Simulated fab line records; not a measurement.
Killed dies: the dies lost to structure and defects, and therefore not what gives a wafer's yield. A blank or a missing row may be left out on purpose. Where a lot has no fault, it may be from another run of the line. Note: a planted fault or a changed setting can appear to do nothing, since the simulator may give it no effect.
fab line records	flow nandHarc
record: lots: 12	wafers: 36	lastDay: 33
route steps=1302 shown A_SGD_CUT@906 A_BONDPAD@1215 THIN_TSV@1245 END@1302
lots that met no fault: taken from a fault-free run of the same line
startH: hours from the record's opening day to when the first of the lot's shown wafers began	waitH: hours from the lot's prior step to this one	" repeats the value in the row above	L1.1+2: several wafers, shown together as one row	- no value present, or no start provided	* or withheld: withheld	< > ~ a bound
route shown NAME@n: names a module that has steps shown in the file, with the first one's number in the route	usual: mean and standard deviation over wafers with no fault	same: alike in all rows	chamber/n: place in a boat	sites: readings site by site	_std_site: their standard deviation	_edge_site: inner sites' mean taken away from outer sites' mean	radiusMm: how far each site lies from the wafer's centre	mask NAME#n: copy n	behind: the last tool/chamber to shape the wafer	hold: why the lot went on hold/how many hours it stayed there/how the hold came to an end	device: whichever transistor did not switch (one of n, p or np)	end of line: at the end of the route, the tests of the same wafers	a step with no rows: only its recipe	killed: the dies lost at the first sort to structure and to defects; this is not the yield of the wafer	map: shows each die of a wafer: x if killed, . if not, _ if none is there
set.NAME: the setting the step ran with; set.NAME@STEP: the setting that earlier step ran with	model.NAME: the simulator's own value behind a step, which no gauge read
route steps across a sampled set of lots; one table per step, one row per wafer
services: from which hour (startH, from the record's first day; less than 0 if before it) a tool's chamber was out of use, for how many hours, and why
== steps ==
step: NHARC_A_SGD_CUT_ETCH_59
recipe: targetDepthA: 2600	overEtchFrac: 0.25	timeS: 406.25	ionEnergyEv: 200	n2FlowSccm: 150	h2FlowSccm: 150	arFlowSccm: 0	rfW: 400	biasW: 150	chemistry: N2/H2
usual: drypumpMotorCurrentA: 5.7/0.42	oesProductAu: 1.000/0.011	rfVppV: 430.9/1.6	showerheadPlenumPTorr: 2.05/0.05	throttleValvePct: 14.171/0.0097
lot.wafer	tool	chamber	startH	waitH	drypumpMotorCurrentA	oesProductAu	rfHoursCounterH	rfVppV	showerheadPlenumPTorr	throttleValvePct
L265.3	rieDiel-11	3	446.79	-	5.5	0.987	0	431.8	2.09	14.190
L265.1	"	0	"	"	5.2	0.997	0	428.8	1.97	14.183
L265.5	"	3	"	"	5.5	0.998	-	431.4	2.09	14.172
L266.4	rieDiel-03	0	447.03	-	5.2	1.007	9	430.0	2.04	14.162
L266.2	"	1	"	"	5.9	0.998	9	432.3	2.13	14.182
L266.5	"	3	"	"	5.7	1.005	-	429.8	2.03	14.163
L267.2	rieDiel-02	0	453.06	-	5.8	1.001	6	428.7	1.98	14.179
L267.3	"	1	"	"	5.4	0.999	5	432.8	2.11	14.178
L267.6	"	0	"	"	5.8	0.998	-	428.9	1.98	14.168
L274.4	rieDiel-02	2	541.54	-	5.9	0.981	11	429.9	2.07	14.177
L274.3	"	3	"	"	5.0	1.001	14	430.8	2.01	14.177
L274.5	"	2	"	"	5.9	0.979	-	429.7	2.07	14.169
L276.3	rieDiel-03	1	544.38	-	5.9	1.009	5	433.3	2.13	14.176
L276.2	"	3	"	"	5.7	0.992	5	429.2	2.03	14.148
L276.5	"	1	"	"	5.9	1.000	-	432.9	2.13	14.167
L279.2	rieDiel-11	1	576.07	-	6.3	0.998	5	430.0	2.04	14.167
L279.3	"	0	"	"	5.2	0.998	6	428.3	1.97	14.176
L279.5	"	2	"	"	6.0	0.987	-	432.3	2.08	14.162
L277.3	rieDiel-11	0	577.24	-	5.3	0.998	6	428.1	1.97	14.182
L277.5	"	2	"	"	6.0	0.976	-	431.8	2.08	14.169
L277.6	"	3	"	"	5.5	0.998	-	431.8	2.09	14.163
L280.2	rieDiel-03	0	588.69	-	5.3	1.006	8	430.0	2.04	14.175
L280.3	"	1	"	"	5.9	1.014	8	434.5	2.13	14.175
L280.6	"	1	"	"	5.9	1.011	-	432.4	2.13	14.182
L282.2	rieDiel-03	1	618.35	-	5.9	1.003	10	432.9	2.13	14.177
L282.6	"	0	"	"	5.3	0.997	-	430.6	2.04	14.190
L282.5	"	1	"	"	5.9	1.009	-	432.1	2.13	14.183
L283.1	rieDiel-11	1	623.36	-	6.4	0.999	0	431.8	2.04	14.166
L283.4	"	2	"	"	6.0	0.988	1	432.5	2.08	14.162
L283.2	"	0	"	"	5.2	1.024	0	429.1	1.97	14.172
L285.3	rieDiel-11	0	635.72	-	5.2	1.013	1	427.8	1.97	14.163
L285.2	"	1	"	"	6.4	1.002	1	431.2	2.04	14.153
L285.6	"	0	"	"	5.2	1.015	-	429.4	1.97	14.194
L287.3	rieDiel-11	1	666.52	-	6.4	1.004	3	430.3	2.04	14.171
L287.5	"	0	"	"	5.3	1.001	-	430.7	1.97	14.164
L287.6	"	1	"	"	6.3	0.994	-	428.9	2.04	14.171
step: NHARC_A_BONDPAD_CD_MEAS_09
recipe: targetCdNm: 500	landingEnergyEv: 500
usual: cdNm: 500.3/2.2
lot.wafer	tool	chamber	startH	waitH	cdNm
L266.2	cdSem-03	0	540.19	-	502.9
L266.4	"	0	"	"	500.6
L266.5	"	0	"	"	500.6
L265.1	cdSem-03	0	541.23	-	501.2
L265.3	"	0	"	"	501.9
L265.5	"	0	"	"	499.9
L267.2	cdSem-02	0	542.46	-	504.2
L267.3	"	0	"	"	505.6
L267.6	"	0	"	"	501.8
L276.2	cdSem-02	0	632.38	-	498.2
L276.3	"	0	"	"	500.0
L276.5	"	0	"	"	500.3
L274.3	cdSem-01	0	635.30	-	499.9
L274.4	"	0	"	"	501.4
L274.5	"	0	"	"	499.3
L279.2	cdSem-01	0	661.29	-	501.1
L279.3	"	0	"	"	501.5
L279.5	"	0	"	"	500.3
L277.3	cdSem-03	0	669.22	-	500.5
L277.5	"	0	"	"	501.1
L277.6	"	0	"	"	500.2
L280.2	cdSem-01	0	678.54	-	495.5
L280.3	"	0	"	"	497.3
L280.6	"	0	"	"	502.0
L283.1	cdSem-03	0	712.80	-	501.8
L283.2	"	0	"	"	502.3
L283.4	"	0	"	"	498.8
L282.2	cdSem-02	0	716.55	-	496.9
L282.5	"	0	"	"	501.5
L282.6	"	0	"	"	499.9
L285.2	cdSem-01	0	727.44	-	499.8
L285.3	"	0	"	"	499.2
L285.6	"	0	"	"	500.0
L287.3	cdSem-01	0	762.44	-	497.9
L287.5	"	0	"	"	499.2
L287.6	"	0	"	"	499.4
step: NHARC_A_BONDPAD_ETCH_24
recipe: targetDepthA: 300	overEtchFrac: 0.3	timeS: 72.99	ionEnergyEv: 150	cf4FlowSccm: 50	n2FlowSccm: 100	arFlowSccm: 150	rfW: 300	biasW: 100	chemistry: CF4/N2
usual: drypumpMotorCurrentA: 5.8/0.36	oesProductAu: 0.999/0.011	rfVppV: 313.1/1.8	showerheadPlenumPTorr: 2.56/0.087	throttleValvePct: 19.795/0.0091
lot.wafer	tool	chamber	startH	waitH	drypumpMotorCurrentA	oesProductAu	rfHoursCounterH	rfVppV	showerheadPlenumPTorr	throttleValvePct
L266.2	rieDiel-12	1	541.03	0.2	5.6	1.016	2	313.3	2.58	19.783
L266.4	"	2	"	"	5.7	1.004	-	311.9	2.47	19.802
L266.5	"	1	"	"	5.7	1.024	-	313.9	2.58	19.806
L265.1	rieDiel-12	2	542.06	0.2	5.7	1.000	2	312.2	2.47	19.800
L265.3	"	0	"	"	5.5	0.992	2	312.3	2.55	19.801
L265.5	"	0	"	"	5.5	1.019	-	314.1	2.55	19.796
L267.3	rieDiel-04	3	-	-	5.7	0.972	0	312.8	2.50	19.803
L267.2	"	0	"	"	6.6	0.999	0	315.8	2.74	19.793
L267.6	"	1	"	"	6.0	0.993	-	313.5	2.53	19.772
L276.2	rieDiel-04	0	-	-	6.6	1.009	11	315.6	2.74	19.799
L276.3	"	1	"	"	5.9	0.995	12	311.6	2.53	19.782
L276.5	"	3	"	"	5.7	0.992	-	311.5	2.50	19.804
L274.3	rieDiel-12	0	-	-	5.5	1.001	0	313.5	2.54	19.792
L274.4	"	1	"	"	5.7	0.999	0	312.6	2.58	19.793
L274.5	"	3	"	"	5.7	0.994	-	316.4	2.68	19.804
L279.2	rieDiel-12	2	-	-	5.7	1.017	1	312.2	2.47	19.808
L279.3	"	0	"	"	5.5	0.998	1	313.6	2.54	19.791
L279.5	"	2	"	"	5.7	1.004	-	313.3	2.47	19.804
L277.3	rieDiel-12	3	670.01	0.1	5.8	0.985	1	315.4	2.68	19.791
L277.5	"	3	"	"	5.7	0.985	-	315.5	2.68	19.795
L277.6	"	1	"	"	5.7	0.982	-	313.7	2.58	19.791
L280.2	rieDiel-12	1	-	-	5.6	0.986	2	312.4	2.58	19.798
L280.3	"	3	"	"	5.7	1.000	2	314.9	2.68	19.805
L280.6	"	1	"	"	5.6	0.980	-	313.6	2.58	19.784
L283.2	rieDiel-01	2	-	-	5.7	0.983	50	313.2	2.57	19.794
L283.1	"	0	"	"	5.5	1.004	56	310.8	2.58	19.793
L283.4	"	1	"	"	6.7	1.016	51	315.1	2.61	19.796
L282.2	rieDiel-12	0	-	-	5.5	1.021	2	312.9	2.54	19.787
L282.5	"	2	"	"	5.7	1.015	-	312.7	2.47	19.785
L282.6	"	3	"	"	5.7	0.990	-	316.2	2.68	19.787
L285.3	rieDiel-01	0	-	-	5.5	1.003	62	312.7	2.58	19.780
L285.2	"	1	"	"	6.8	1.003	56	313.3	2.61	19.790
L285.6	"	3	"	"	4.9	0.989	-	310.4	2.45	19.790
L287.3	rieDiel-12	3	-	-	5.7	0.995	4	316.0	2.68	19.786
L287.5	"	0	"	"	5.5	1.010	-	313.6	2.54	19.787
L287.6	"	1	"	"	5.7	0.990	-	312.5	2.58	19.802
step: NHARC_THIN_TSV_CMP_01
recipe: targetThkUm: 3
usual: motorCurrentA: 12.5/1.5	padLifeWafers: 213/96	retainingRingPressureFrac: 1.000/0.0051
lot.wafer	tool	chamber	startH	waitH	motorCurrentA	padLifeWafers	retainingRingPressureFrac
L266.4	cmp-04	2	558.13	0.5	12.2	206	0.998
L266.2	"	3	"	"	12.3	207	0.995
L266.5	"	1	"	"	16.5	-	0.994
L267.3	cmp-02	0	559.32	0.7	12.0	98	1.004
L267.2	"	1	"	"	11.6	99	1.000
L267.6	"	2	"	"	12.5	-	0.994
L265.3	cmp-03	3	560.47	0.6	13.5	253	1.004
L265.1	"	1	"	"	11.2	255	0.994
L265.5	"	2	"	"	13.3	-	1.001
L274.4	cmp-04	2	645.88	0.5	11.9	158	0.997
L274.3	"	3	"	"	11.9	159	0.994
L274.5	"	1	"	"	15.3	-	0.990
L276.3	cmp-03	2	647.10	0.7	14.0	200	0.999
L276.2	"	3	"	"	13.0	201	1.001
L276.5	"	1	"	"	11.5	-	1.000
L279.3	cmp-03	3	674.99	0.6	14.0	330	1.002
L279.2	"	1	"	"	11.7	332	0.997
L279.5	"	3	"	"	13.7	-	0.999
L277.3	cmp-02	2	683.00	0.6	13.4	252	0.999
L277.5	"	2	"	"	12.8	-	1.003
L277.6	"	3	"	"	11.9	-	1.001
L280.2	cmp-04	1	693.14	0.8	16.3	373	1.005
L280.3	"	2	"	"	12.0	374	0.993
L280.6	"	1	"	"	15.7	-	0.999
L283.4	cmp-03	2	726.51	0.4	13.6	138	0.996
L283.2	"	3	"	"	13.1	139	1.004
L283.1	"	1	"	"	11.8	141	1.002
L282.2	cmp-02	3	734.35	0.9	12.6	32	0.997
L282.6	"	1	"	"	12.1	-	1.000
L282.5	"	2	"	"	13.4	-	0.998
L285.2	cmp-02	3	745.21	0.8	12.4	72	1.016
L285.3	"	1	"	"	11.8	74	1.002
L285.6	"	0	"	"	11.7	-	0.992
L287.3	cmp-02	0	776.14	0.6	11.6	253	1.006
L287.6	"	3	"	"	11.9	-	0.997
L287.5	"	0	"	"	12.0	-	1.002
step: NHARC_END_SORT_01
recipe: tempC: 25
usual: killedAtArray: 53/19	killedAtOther: 0.7/1.1	killedAtPeriphery: 4.2/2.7	killedDies: 58/18	killedOpen: 3.1/1.9	killedShort: 2.5/1.6
same: grossDies: 677
lot.wafer	tool	chamber	startH	waitH	killedAtArray	killedAtOther	killedAtPeriphery	killedDies	killedOpen	killedShort
L274.3	prober-02	0	664.05	3.1	106	0	8	114	2	4
L274.4	prober-02	0	664.85	3.4	152	0	0	152	0	0
L274.5	prober-02	0	665.65	3.7	146	3	6	155	2	0
killed by level:class
L274.3 A_SGD_CUT:unspecified=68 A_CHANNEL_HOLE_D1:chamberFilmFlake=18 A_STAIRCASE:chamberFilmFlake=6 P_M1:chamberFilmFlake=6 A_CONTACT:chamberFilmFlake=3 A_ONON_D2:geometricParticle:short=2 A_CHANNEL_HOLE_D2:chamberFilmFlake=2 A_DECK1_JOINT:chamberFilmFlake=2
L274.4 A_SGD_CUT:unspecified=105 A_CHANNEL_HOLE_D1:chamberFilmFlake=34 A_BONDPAD:chamberFilmFlake=3 A_CHANNEL_FILL_D2:chamberFilmFlake=2 A_STAIRCASE:chamberFilmFlake=2 A_CONTACT:chamberFilmFlake=2 A_DECK1_JOINT:chamberFilmFlake=1 A_CHANNEL_HOLE_D2:chamberFilmFlake=1
L274.5 A_SGD_CUT:unspecified=110 A_CHANNEL_HOLE_D1:chamberFilmFlake=26 P_M1:chamberFilmFlake=4 A_STAIRCASE:chamberFilmFlake=4 THIN_TSV:chamberFilmFlake=3 P_CONTACT:chamberFilmFlake=2 A_WL_FILL:chamberFilmFlake=2 A_CONTACT:geometricParticle:open=1
== services ==
tool	chamber	startH	hours	kind
cmp-02	-	428.56	4.0	pm
rieDiel-11	-	432.56	9.0	pm
rieDiel-12	-	445.40	9.0	pm
cmp-02	-	469.47	0.2	repair
rieDiel-11	2	472.82	3.8	repair
rieDiel-11	3	495.00	10.1	repair
cmp-02	-	526.56	4.0	pm
rieDiel-12	3	536.99	7.4	repair
cmp-02	-	544.86	1.8	repair
rieDiel-11	1	548.59	10.7	repair
rieDiel-11	3	552.14	9.7	repair
rieDiel-11	0	557.83	9.0	repair
cmp-02	-	572.45	0.7	repair
rieDiel-11	-	609.56	9.0	pm
rieDiel-12	-	622.40	9.0	pm
cmp-02	-	624.56	4.0	pm
cmp-02	-	646.20	1.6	repair
rieDiel-12	0	667.82	7.4	repair
cmp-02	-	686.12	1.7	repair
cmp-02	-	698.57	1.7	repair
cmp-02	-	722.56	4.0	pm
rieDiel-12	0	725.24	6.6	repair
rieDiel-11	1	730.30	6.6	repair
rieDiel-12	-	731.74	0.7	repair
== key ==
firstSign: step: NHARC_END_SORT_01	reading: killedDies	direction: up	sigmas: 4.5	usual: 58	struck: 140
effect: step: NHARC_END_SORT_01	reading: killedAtArray	direction: up	sigmas: 4.4	usual: 53	struck: 135
moreKillsBornAt: NHARC_A_SGD_CUT_ETCH_59@rieDiel-02: 280
metAt NHARC_A_SGD_CUT_ETCH_59
struckLots L274
testerLeftOut L274
notActingAt NHARC_A_BONDPAD_CD_MEAS_09,NHARC_A_BONDPAD_ETCH_24,NHARC_THIN_TSV_CMP_01
onsetBetween 453.06 541.54
fault: kind: chamberParticleSource	tool: rieDiel-02	chamber: -	onsetH: 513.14	steps: NHARC_A_SGD_CUT_ETCH_59	ratePerVisitCm2: 1.8909
testerLeftOut: of these lots the tester's yield and bins aren't shown, on N5 and GAA mostly nor the transistor test; their killed dies are dies lost to structure and defects alone, not to doping, threshold or leakage, so they don't give the yield
